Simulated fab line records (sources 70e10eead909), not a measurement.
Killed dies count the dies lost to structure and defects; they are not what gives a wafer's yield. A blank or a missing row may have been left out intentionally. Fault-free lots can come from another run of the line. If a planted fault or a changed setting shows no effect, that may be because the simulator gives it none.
fab line records / flow nandHarc / part 2 of 2: steps 20 to 27 of 27
record: lots: 5 wafers: 15 lastDay: 33
route steps=1302 shown A_CONTACT@995
lots untouched by any fault: they come from a run of this same line in which no faults occurred
startH: hours from the record's opening day to when the first of the lot's shown wafers began / waitH: time in hours since the lot's previous step / " unchanged from the row above / L1.1+2: a row that stands for several wafers / - value missing, or start not given / * or withheld: withheld / < > ~ a bound
route shown NAME@n: NAME is a module with steps in the file, n the number in the route of the first one / usual: the fault-free wafers' mean and standard deviation / same: alike in all rows / chamber/n: place in a boat / sites: each site's reading / _std_site: the values' standard deviation / _edge_site: inner sites' mean taken away from outer sites' mean / radiusMm: how far each site lies from the wafer's centre / mask NAME#n: copy n / behind: tool/chamber where the wafer was last shaped / hold: the reason the lot was held/the length of the hold in hours/how it ended / device: transistor that didn't switch, given as n, p or np / end of line: the tests these same wafers got at the end of their route / step lacking rows: just its recipe / killed: dies that structure and defects cost at the first sort, which is not the same as the wafer's yield / map: shows each die of a wafer: x if killed, . if not, _ if none is there
set.NAME: the setting the step ran with; set.NAME@STEP: the setting that earlier step ran with / model.NAME: the simulator's own value behind a step, which no gauge read
lots at some steps of the route; a table a step, a row a wafer
services: from which hour (startH, from the record's first day; less than 0 if before it) a tool's chamber was out of use, for how many hours, and why
== steps ==
step: NHARC_A_CONTACT_ETCH_120
recipe: sourceW: withheld pressureMtorr: 20 biasV: 3000 timeS: 190 targetDepthA: 18500 arFlowSccm: withheld c4f8FlowSccm: withheld o2FlowSccm: withheld chemistry: C4F8/O2/Ar
same: timeS: 190
lot.wafer=L074.2 tool=harCapEtch-02 chamber=1 startH=509.83 waitH=0.2 rfHoursCounterH=87
lot.wafer=L074.3 tool=harCapEtch-02 chamber=1 startH=509.83 waitH=0.2 rfHoursCounterH=-
lot.wafer=L074.5 tool=harCapEtch-02 chamber=1 startH=509.83 waitH=0.2 rfHoursCounterH=-
lot.wafer=L080.2 tool=harCapEtch-01 chamber=1 startH=552.84 waitH=0.1 rfHoursCounterH=9
lot.wafer=L080.4 tool=harCapEtch-01 chamber=1 startH=552.84 waitH=0.1 rfHoursCounterH=-
lot.wafer=L080.6 tool=harCapEtch-01 chamber=0 startH=552.84 waitH=0.1 rfHoursCounterH=-
lot.wafer=L088.4 tool=harCapEtch-03 chamber=0 startH=651.86 waitH=0.2 rfHoursCounterH=-
lot.wafer=L088.3 tool=harCapEtch-03 chamber=1 startH=651.86 waitH=0.2 rfHoursCounterH=-
lot.wafer=L088.6 tool=harCapEtch-03 chamber=1 startH=651.86 waitH=0.2 rfHoursCounterH=-
lot.wafer=L091.4 tool=harCapEtch-01 chamber=0 startH=687.58 waitH=0.1 rfHoursCounterH=-
lot.wafer=L091.6 tool=harCapEtch-01 chamber=1 startH=687.58 waitH=0.1 rfHoursCounterH=-
lot.wafer=L091.5 tool=harCapEtch-01 chamber=0 startH=687.58 waitH=0.1 rfHoursCounterH=-
lot.wafer=L093.1 tool=harCapEtch-01 chamber=0 startH=693.84 waitH=0.1 rfHoursCounterH=30
lot.wafer=L093.4 tool=harCapEtch-01 chamber=0 startH=693.84 waitH=0.1 rfHoursCounterH=-
lot.wafer=L093.5 tool=harCapEtch-01 chamber=0 startH=693.84 waitH=0.1 rfHoursCounterH=-
step: NHARC_A_CONTACT_ETCH_121
recipe: sourceW: withheld pressureMtorr: 20 biasV: 3000 timeS: 190 targetDepthA: 18500 arFlowSccm: withheld c4f8FlowSccm: withheld o2FlowSccm: withheld chemistry: C4F8/O2/Ar
same: timeS: 190
lot.wafer=L074.2 tool=harCapEtch-02 chamber=1 startH=510.06 waitH=0.2 rfHoursCounterH=87
lot.wafer=L074.3 tool=harCapEtch-02 chamber=1 startH=510.06 waitH=0.2 rfHoursCounterH=-
lot.wafer=L074.5 tool=harCapEtch-02 chamber=1 startH=510.06 waitH=0.2 rfHoursCounterH=-
lot.wafer=L080.2 tool=harCapEtch-01 chamber=1 startH=553.02 waitH=0.1 rfHoursCounterH=10
lot.wafer=L080.4 tool=harCapEtch-01 chamber=1 startH=553.02 waitH=0.1 rfHoursCounterH=-
lot.wafer=L080.6 tool=harCapEtch-01 chamber=0 startH=553.02 waitH=0.1 rfHoursCounterH=-
lot.wafer=L088.4 tool=harCapEtch-03 chamber=0 startH=652.09 waitH=0.2 rfHoursCounterH=-
lot.wafer=L088.3 tool=harCapEtch-03 chamber=1 startH=652.09 waitH=0.2 rfHoursCounterH=-
lot.wafer=L088.6 tool=harCapEtch-03 chamber=1 startH=652.09 waitH=0.2 rfHoursCounterH=-
lot.wafer=L091.4 tool=harCapEtch-01 chamber=0 startH=687.75 waitH=0.1 rfHoursCounterH=-
lot.wafer=L091.6 tool=harCapEtch-01 chamber=1 startH=687.75 waitH=0.1 rfHoursCounterH=-
lot.wafer=L091.5 tool=harCapEtch-01 chamber=0 startH=687.75 waitH=0.1 rfHoursCounterH=-
lot.wafer=L093.1 tool=harCapEtch-01 chamber=0 startH=694.01 waitH=0.1 rfHoursCounterH=30
lot.wafer=L093.4 tool=harCapEtch-01 chamber=0 startH=694.01 waitH=0.1 rfHoursCounterH=-
lot.wafer=L093.5 tool=harCapEtch-01 chamber=0 startH=694.01 waitH=0.1 rfHoursCounterH=-
step: NHARC_A_CONTACT_ETCH_122
recipe: sourceW: withheld pressureMtorr: 20 biasV: 3000 timeS: 190 targetDepthA: 18500 arFlowSccm: withheld c4f8FlowSccm: withheld o2FlowSccm: withheld chemistry: C4F8/O2/Ar
same: timeS: 190
lot.wafer=L074.2 tool=harCapEtch-02 chamber=1 startH=510.29 waitH=0.2 rfHoursCounterH=87
lot.wafer=L074.3 tool=harCapEtch-02 chamber=1 startH=510.29 waitH=0.2 rfHoursCounterH=-
lot.wafer=L074.5 tool=harCapEtch-02 chamber=1 startH=510.29 waitH=0.2 rfHoursCounterH=-
lot.wafer=L080.2 tool=harCapEtch-01 chamber=1 startH=553.19 waitH=0.1 rfHoursCounterH=10
lot.wafer=L080.4 tool=harCapEtch-01 chamber=1 startH=553.19 waitH=0.1 rfHoursCounterH=-
lot.wafer=L080.6 tool=harCapEtch-01 chamber=0 startH=553.19 waitH=0.1 rfHoursCounterH=-
lot.wafer=L088.4 tool=harCapEtch-03 chamber=0 startH=652.31 waitH=0.2 rfHoursCounterH=-
lot.wafer=L088.3 tool=harCapEtch-03 chamber=1 startH=652.31 waitH=0.2 rfHoursCounterH=-
lot.wafer=L088.6 tool=harCapEtch-03 chamber=1 startH=652.31 waitH=0.2 rfHoursCounterH=-
lot.wafer=L091.4 tool=harCapEtch-01 chamber=0 startH=687.92 waitH=0.1 rfHoursCounterH=-
lot.wafer=L091.6 tool=harCapEtch-01 chamber=1 startH=687.92 waitH=0.1 rfHoursCounterH=-
lot.wafer=L091.5 tool=harCapEtch-01 chamber=0 startH=687.92 waitH=0.1 rfHoursCounterH=-
lot.wafer=L093.1 tool=harCapEtch-01 chamber=0 startH=694.18 waitH=0.1 rfHoursCounterH=31
lot.wafer=L093.4 tool=harCapEtch-01 chamber=0 startH=694.18 waitH=0.1 rfHoursCounterH=-
lot.wafer=L093.5 tool=harCapEtch-01 chamber=0 startH=694.18 waitH=0.1 rfHoursCounterH=-
step: NHARC_A_CONTACT_ETCH_123
recipe: sourceW: withheld pressureMtorr: 20 biasV: 400 timeS: 490 targetDepthA: 21100 arFlowSccm: withheld c4f8FlowSccm: 11.5 o2FlowSccm: 7.2 chemistry: C4F8/O2/Ar
same: timeS: 490
lot.wafer=L074.2 tool=harCapEtch-02 chamber=1 startH=510.52 waitH=0.2 rfHoursCounterH=87
lot.wafer=L074.3 tool=harCapEtch-02 chamber=1 startH=510.52 waitH=0.2 rfHoursCounterH=-
lot.wafer=L074.5 tool=harCapEtch-02 chamber=1 startH=510.52 waitH=0.2 rfHoursCounterH=-
lot.wafer=L080.2 tool=harCapEtch-01 chamber=1 startH=553.36 waitH=0.1 rfHoursCounterH=10
lot.wafer=L080.4 tool=harCapEtch-01 chamber=1 startH=553.36 waitH=0.1 rfHoursCounterH=-
lot.wafer=L080.6 tool=harCapEtch-01 chamber=0 startH=553.36 waitH=0.1 rfHoursCounterH=-
lot.wafer=L088.4 tool=harCapEtch-03 chamber=0 startH=652.70 waitH=0.3 rfHoursCounterH=-
lot.wafer=L088.3 tool=harCapEtch-03 chamber=1 startH=652.70 waitH=0.3 rfHoursCounterH=-
lot.wafer=L088.6 tool=harCapEtch-03 chamber=1 startH=652.70 waitH=0.3 rfHoursCounterH=-
lot.wafer=L091.4 tool=harCapEtch-01 chamber=0 startH=688.26 waitH=0.3 rfHoursCounterH=-
lot.wafer=L091.6 tool=harCapEtch-01 chamber=1 startH=688.26 waitH=0.3 rfHoursCounterH=-
lot.wafer=L091.5 tool=harCapEtch-01 chamber=0 startH=688.26 waitH=0.3 rfHoursCounterH=-
lot.wafer=L093.1 tool=harCapEtch-01 chamber=0 startH=694.35 waitH=0.1 rfHoursCounterH=31
lot.wafer=L093.4 tool=harCapEtch-01 chamber=0 startH=694.35 waitH=0.1 rfHoursCounterH=-
lot.wafer=L093.5 tool=harCapEtch-01 chamber=0 startH=694.35 waitH=0.1 rfHoursCounterH=-
step: NHARC_A_CONTACT_ETCH_90
recipe: targetDepthA: 400 overEtchFrac: 0.5 timeS: 85.7 ionEnergyEv: 120 ch3fFlowSccm: 50 o2FlowSccm: 30 arFlowSccm: 200 rfW: 500 biasW: 100 chemistry: CH3F/O2
usual: drypumpMotorCurrentA: 5.6/0.42 o2FlowSccm: 30.00/0.095 oesProductAu: 0.96/0.038 rfVppV: 244.8/1.9 showerheadPlenumPTorr: 2.50/0.11 throttleValvePct: 20.663/0.0096
same: timeS: 85.7
lot.wafer=L074.2 tool=rieDiel-02 chamber=1 startH=511.67 waitH=1.0 drypumpMotorCurrentA=5.6 o2FlowSccm=29.87 oesProductAu=1.00 rfHoursCounterH=35 rfVppV=246.4 showerheadPlenumPTorr=2.65 throttleValvePct=20.678
lot.wafer=L074.3 tool=rieDiel-02 chamber=2 startH=511.67 waitH=1.0 drypumpMotorCurrentA=5.9 o2FlowSccm=29.96 oesProductAu=1.01 rfHoursCounterH=35 rfVppV=245.7 showerheadPlenumPTorr=2.53 throttleValvePct=20.674
lot.wafer=L074.5 tool=rieDiel-02 chamber=1 startH=511.67 waitH=1.0 drypumpMotorCurrentA=5.6 o2FlowSccm=29.94 oesProductAu=1.00 rfHoursCounterH=- rfVppV=247.7 showerheadPlenumPTorr=2.65 throttleValvePct=20.654
lot.wafer=L080.4 tool=rieDiel-03 chamber=1 startH=554.34 waitH=0.7 drypumpMotorCurrentA=5.8 o2FlowSccm=30.08 oesProductAu=0.91 rfHoursCounterH=33 rfVppV=244.7 showerheadPlenumPTorr=2.62 throttleValvePct=20.650
lot.wafer=L080.2 tool=rieDiel-03 chamber=2 startH=554.34 waitH=0.7 drypumpMotorCurrentA=5.4 o2FlowSccm=29.92 oesProductAu=0.93 rfHoursCounterH=32 rfVppV=244.1 showerheadPlenumPTorr=2.48 throttleValvePct=20.666
lot.wafer=L080.6 tool=rieDiel-03 chamber=1 startH=554.34 waitH=0.7 drypumpMotorCurrentA=5.8 o2FlowSccm=30.15 oesProductAu=0.92 rfHoursCounterH=- rfVppV=247.0 showerheadPlenumPTorr=2.62 throttleValvePct=20.684
lot.wafer=L088.4 tool=rieDiel-04 chamber=2 startH=653.63 waitH=0.8 drypumpMotorCurrentA=5.6 o2FlowSccm=30.05 oesProductAu=1.01 rfHoursCounterH=17 rfVppV=246.1 showerheadPlenumPTorr=2.55 throttleValvePct=20.671
lot.wafer=L088.3 tool=rieDiel-04 chamber=0 startH=653.63 waitH=0.8 drypumpMotorCurrentA=6.1 o2FlowSccm=30.10 oesProductAu=1.00 rfHoursCounterH=19 rfVppV=241.3 showerheadPlenumPTorr=2.32 throttleValvePct=20.674
lot.wafer=L088.6 tool=rieDiel-04 chamber=1 startH=653.63 waitH=0.8 drypumpMotorCurrentA=6.2 o2FlowSccm=29.98 oesProductAu=0.97 rfHoursCounterH=- rfVppV=245.0 showerheadPlenumPTorr=2.56 throttleValvePct=20.667
lot.wafer=L091.4 tool=rieDiel-03 chamber=3 startH=688.99 waitH=0.6 drypumpMotorCurrentA=5.6 o2FlowSccm=29.93 oesProductAu=1.02 rfHoursCounterH=11 rfVppV=243.4 showerheadPlenumPTorr=2.40 throttleValvePct=20.673
lot.wafer=L091.5 tool=rieDiel-03 chamber=3 startH=688.99 waitH=0.6 drypumpMotorCurrentA=5.6 o2FlowSccm=30.04 oesProductAu=1.01 rfHoursCounterH=- rfVppV=244.5 showerheadPlenumPTorr=2.40 throttleValvePct=20.661
lot.wafer=L091.6 tool=rieDiel-03 chamber=0 startH=688.99 waitH=0.6 drypumpMotorCurrentA=5.2 o2FlowSccm=29.82 oesProductAu=0.98 rfHoursCounterH=- rfVppV=246.1 showerheadPlenumPTorr=2.63 throttleValvePct=20.666
lot.wafer=L093.4 tool=rieDiel-04 chamber=0 startH=695.33 waitH=0.7 drypumpMotorCurrentA=6.1 o2FlowSccm=29.96 oesProductAu=1.02 rfHoursCounterH=26 rfVppV=242.1 showerheadPlenumPTorr=2.32 throttleValvePct=20.654
lot.wafer=L093.1 tool=rieDiel-04 chamber=1 startH=695.33 waitH=0.7 drypumpMotorCurrentA=6.2 o2FlowSccm=29.94 oesProductAu=0.99 rfHoursCounterH=23 rfVppV=246.6 showerheadPlenumPTorr=2.56 throttleValvePct=20.672
lot.wafer=L093.5 tool=rieDiel-04 chamber=1 startH=695.33 waitH=0.7 drypumpMotorCurrentA=6.2 o2FlowSccm=30.04 oesProductAu=0.99 rfHoursCounterH=- rfVppV=246.1 showerheadPlenumPTorr=2.56 throttleValvePct=20.670
step: NHARC_A_CONTACT_ETCH_96
recipe: targetDepthA: 200 overEtchFrac: 0.5 timeS: 10 ionEnergyEv: 250 c4f6FlowSccm: 25 o2FlowSccm: 20 arFlowSccm: 500 rfW: 600 biasW: 500 chemistry: C4F6/O2
usual: drypumpMotorCurrentA: 5.6/0.43 o2FlowSccm: 19.99/0.065 oesProductAu: 0.974/0.027 rfVppV: 548/3.8 showerheadPlenumPTorr: 3.96/0.18 throttleValvePct: 26.903/0.0088
same: timeS: 10
lot.wafer=L074.2 tool=rieDiel-02 chamber=3 startH=- waitH=- drypumpMotorCurrentA=5.3 o2FlowSccm=19.93 oesProductAu=1.019 rfHoursCounterH=38 rfVppV=547 showerheadPlenumPTorr=3.93 throttleValvePct=26.909
lot.wafer=L074.3 tool=rieDiel-02 chamber=0 startH=- waitH=- drypumpMotorCurrentA=5.8 o2FlowSccm=20.08 oesProductAu=1.005 rfHoursCounterH=38 rfVppV=542 showerheadPlenumPTorr=3.66 throttleValvePct=26.914
lot.wafer=L074.5 tool=rieDiel-02 chamber=0 startH=- waitH=- drypumpMotorCurrentA=5.8 o2FlowSccm=20.10 oesProductAu=1.004 rfHoursCounterH=- rfVppV=541 showerheadPlenumPTorr=3.66 throttleValvePct=26.900
lot.wafer=L080.4 tool=rieDiel-03 chamber=1 startH=- waitH=- drypumpMotorCurrentA=5.9 o2FlowSccm=19.95 oesProductAu=0.940 rfHoursCounterH=33 rfVppV=551 showerheadPlenumPTorr=4.16 throttleValvePct=26.891
lot.wafer=L080.2 tool=rieDiel-03 chamber=2 startH=- waitH=- drypumpMotorCurrentA=5.4 o2FlowSccm=20.03 oesProductAu=0.951 rfHoursCounterH=32 rfVppV=549 showerheadPlenumPTorr=3.95 throttleValvePct=26.913
lot.wafer=L080.6 tool=rieDiel-03 chamber=1 startH=- waitH=- drypumpMotorCurrentA=5.8 o2FlowSccm=19.94 oesProductAu=0.946 rfHoursCounterH=- rfVppV=552 showerheadPlenumPTorr=4.16 throttleValvePct=26.896
lot.wafer=L088.4 tool=rieDiel-04 chamber=2 startH=- waitH=- drypumpMotorCurrentA=5.6 o2FlowSccm=20.04 oesProductAu=1.002 rfHoursCounterH=17 rfVppV=550 showerheadPlenumPTorr=4.06 throttleValvePct=26.909
lot.wafer=L088.3 tool=rieDiel-04 chamber=0 startH=- waitH=- drypumpMotorCurrentA=6.1 o2FlowSccm=19.96 oesProductAu=1.010 rfHoursCounterH=19 rfVppV=542 showerheadPlenumPTorr=3.71 throttleValvePct=26.910
lot.wafer=L088.6 tool=rieDiel-04 chamber=1 startH=- waitH=- drypumpMotorCurrentA=6.2 o2FlowSccm=20.10 oesProductAu=0.983 rfHoursCounterH=- rfVppV=550 showerheadPlenumPTorr=4.07 throttleValvePct=26.895
lot.wafer=L091.4 tool=rieDiel-03 chamber=0 startH=- waitH=- drypumpMotorCurrentA=5.2 o2FlowSccm=19.99 oesProductAu=0.985 rfHoursCounterH=13 rfVppV=552 showerheadPlenumPTorr=4.19 throttleValvePct=26.905
lot.wafer=L091.5 tool=rieDiel-03 chamber=3 startH=- waitH=- drypumpMotorCurrentA=5.6 o2FlowSccm=20.10 oesProductAu=1.001 rfHoursCounterH=- rfVppV=546 showerheadPlenumPTorr=3.84 throttleValvePct=26.889
lot.wafer=L091.6 tool=rieDiel-03 chamber=0 startH=- waitH=- drypumpMotorCurrentA=5.2 o2FlowSccm=20.01 oesProductAu=0.985 rfHoursCounterH=- rfVppV=552 showerheadPlenumPTorr=4.19 throttleValvePct=26.905
lot.wafer=L093.4 tool=rieDiel-04 chamber=1 startH=- waitH=- drypumpMotorCurrentA=6.2 o2FlowSccm=20.09 oesProductAu=0.990 rfHoursCounterH=23 rfVppV=550 showerheadPlenumPTorr=4.07 throttleValvePct=26.905
lot.wafer=L093.1 tool=rieDiel-04 chamber=2 startH=- waitH=- drypumpMotorCurrentA=5.7 o2FlowSccm=20.09 oesProductAu=1.010 rfHoursCounterH=24 rfVppV=552 showerheadPlenumPTorr=4.06 throttleValvePct=26.899
lot.wafer=L093.5 tool=rieDiel-04 chamber=1 startH=- waitH=- drypumpMotorCurrentA=6.2 o2FlowSccm=20.01 oesProductAu=0.981 rfHoursCounterH=- rfVppV=548 showerheadPlenumPTorr=4.07 throttleValvePct=26.904
step: NHARC_A_CONTACT_CD_MEAS_53
usual: cdNm: 289.5/0.86
lot.wafer=L074.2 tool=cdSem-02 chamber=- startH=511.89 waitH=- cdNm=289.6
lot.wafer=L074.3 tool=cdSem-02 chamber=- startH=511.89 waitH=- cdNm=289.2
lot.wafer=L074.5 tool=cdSem-02 chamber=- startH=511.89 waitH=- cdNm=289.4
lot.wafer=L080.2 tool=cdSem-03 chamber=- startH=554.56 waitH=- cdNm=288.1
lot.wafer=L080.4 tool=cdSem-03 chamber=- startH=554.56 waitH=- cdNm=288.5
lot.wafer=L080.6 tool=cdSem-03 chamber=- startH=554.56 waitH=- cdNm=288.2
lot.wafer=L088.3 tool=cdSem-02 chamber=- startH=653.84 waitH=- cdNm=290.3
lot.wafer=L088.4 tool=cdSem-02 chamber=- startH=653.84 waitH=- cdNm=289.7
lot.wafer=L088.6 tool=cdSem-02 chamber=- startH=653.84 waitH=- cdNm=289.8
lot.wafer=L091.4 tool=cdSem-02 chamber=- startH=689.22 waitH=- cdNm=289.8
lot.wafer=L091.5 tool=cdSem-02 chamber=- startH=689.22 waitH=- cdNm=289.1
lot.wafer=L091.6 tool=cdSem-02 chamber=- startH=689.22 waitH=- cdNm=289.8
lot.wafer=L093.1 tool=cdSem-01 chamber=- startH=695.54 waitH=- cdNm=289.3
lot.wafer=L093.4 tool=cdSem-01 chamber=- startH=695.54 waitH=- cdNm=289.6
lot.wafer=L093.5 tool=cdSem-01 chamber=- startH=695.54 waitH=- cdNm=289.5
step: NHARC_A_CONTACT_STRIP_99
recipe: n2FlowSccm: 150 h2FlowSccm: 150 arFlowSccm: 0 biasW: 0 chemistry: N2/H2
lot.wafer=L074.2+3+5 tool=rieDiel-03 chamber=2,0,1 startH=511.97 waitH=0.1
lot.wafer=L080.2+4+6 tool=rieDiel-04 chamber=1,2,2 startH=554.63 waitH=0.1
lot.wafer=L088.3+4+6 tool=rieDiel-04 chamber=3,0,2 startH=653.92 waitH=0.1
lot.wafer=L091.4+6+5 tool=rieDiel-02 chamber=3,0,1 startH=689.31 waitH=0.1
lot.wafer=L093.4+1+5 tool=rieDiel-02 chamber=2,1,3 startH=695.62 waitH=0.1
== services ==
tool=rieDiel-04 chamber=0 startH=486.46 hours=- kind=clean
tool=rieDiel-04 chamber=1 startH=486.46 hours=- kind=clean
tool=rieDiel-04 chamber=2 startH=486.46 hours=- kind=clean
tool=rieDiel-04 chamber=3 startH=486.46 hours=- kind=clean
tool=harCapEtch-01 chamber=- startH=497.00 hours=17.0 kind=pm
tool=harCapEtch-01 chamber=0 startH=497.00 hours=17.0 kind=ventCycle
tool=harCapEtch-01 chamber=1 startH=497.00 hours=17.0 kind=ventCycle
tool=lithoTrack-01 chamber=- startH=505.00 hours=7.0 kind=pm
tool=rieDiel-04 chamber=0 startH=510.96 hours=- kind=clean
tool=rieDiel-04 chamber=1 startH=510.96 hours=- kind=clean
tool=rieDiel-04 chamber=2 startH=510.96 hours=- kind=clean
tool=harCapEtch-01 chamber=0 startH=514.00 hours=- kind=clean
tool=harCapEtch-01 chamber=1 startH=514.00 hours=- kind=clean
tool=rieDiel-03 chamber=3 startH=517.78 hours=17.8 kind=repair
tool=rieDiel-04 chamber=- startH=531.90 hours=9.0 kind=pm
tool=lithoTrack-04 chamber=- startH=553.00 hours=7.0 kind=pm
tool=rieDiel-04 chamber=3 startH=562.59 hours=3.2 kind=repair
tool=harCapEtch-01 chamber=- startH=567.86 hours=0.6 kind=repair
tool=rieDiel-02 chamber=- startH=570.78 hours=9.0 kind=pm
tool=harCapEtch-03 chamber=- startH=625.69 hours=1.0 kind=repair
tool=rieDiel-03 chamber=- startH=634.91 hours=1.3 kind=repair
tool=rieDiel-03 chamber=- startH=636.26 hours=9.0 kind=pm
tool=rieDiel-02 chamber=1 startH=663.83 hours=8.8 kind=repair
tool=lithoTrack-01 chamber=- startH=680.00 hours=7.0 kind=pm
